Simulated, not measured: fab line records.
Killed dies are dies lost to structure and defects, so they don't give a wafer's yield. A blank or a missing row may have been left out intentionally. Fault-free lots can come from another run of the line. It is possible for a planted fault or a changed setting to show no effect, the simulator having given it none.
Chamber matching	flow n5_finfet	N5_HKMG_FIN_DESCUM_17 on rie_diel-03: 4 sister chambers
The step chemistry O2, time 7.9 s. 7 wafers are shown with their chamber, then 9 later ones without.

WAFERS PAIRED WITH THEIR CHAMBERS
wafer	chamber	showerhead_plenum_p_Torr (Torr)	throttle_valve_pct (%)
L082.4	3	2.00	20.79
L084.1	0	2.18	20.41
L084.2	2	2.13	20.87
L084.6	2	2.12	20.87
L090.1	3	2.00	20.80
L090.4	0	2.18	20.43
L090.5	1	2.12	20.49

WAFERS WHOSE CHAMBER IS MISSING
wafer	showerhead_plenum_p_Torr (Torr)	throttle_valve_pct (%)
L089.2	2.12	20.50
L089.3	2.18	20.44
L089.4	2.00	20.80
L092.3	2.12	20.53
L092.4	1.99	20.80
L092.6	2.12	20.89
L097.2	2.11	20.53
L097.4	2.11	20.55
L097.5	2.17	20.47

WHICH CHAMBER EACH ONE RAN IN
wafer	from the rows above	in truth
L089.2	1	1
L089.3	0	0
L089.4	3	3
L092.3	1	1
L092.4	3	3
L092.6	2	2
L097.2	1	1
L097.4	1	1
L097.5	0	0
Placed correctly: 9 of 9. Can't be placed from these rows: 0. 0 placed wrongly.
How it was worked out, from the rows above alone: a wafer's distance from a chamber is the root of the sum, over the readings, of the square of ((its reading less the chamber's mean) divided by the reading's scatter). If the next closest chamber is less than 2 further off than the closest, the wafer can't be placed; otherwise it belongs to the closest. The mean given for a chamber averages the wafers shown for that chamber. How the scatter is found: for the shown wafers, subtract from each reading the mean of its chamber, square and add these, divide the total by (wafers less chambers), then take the root.
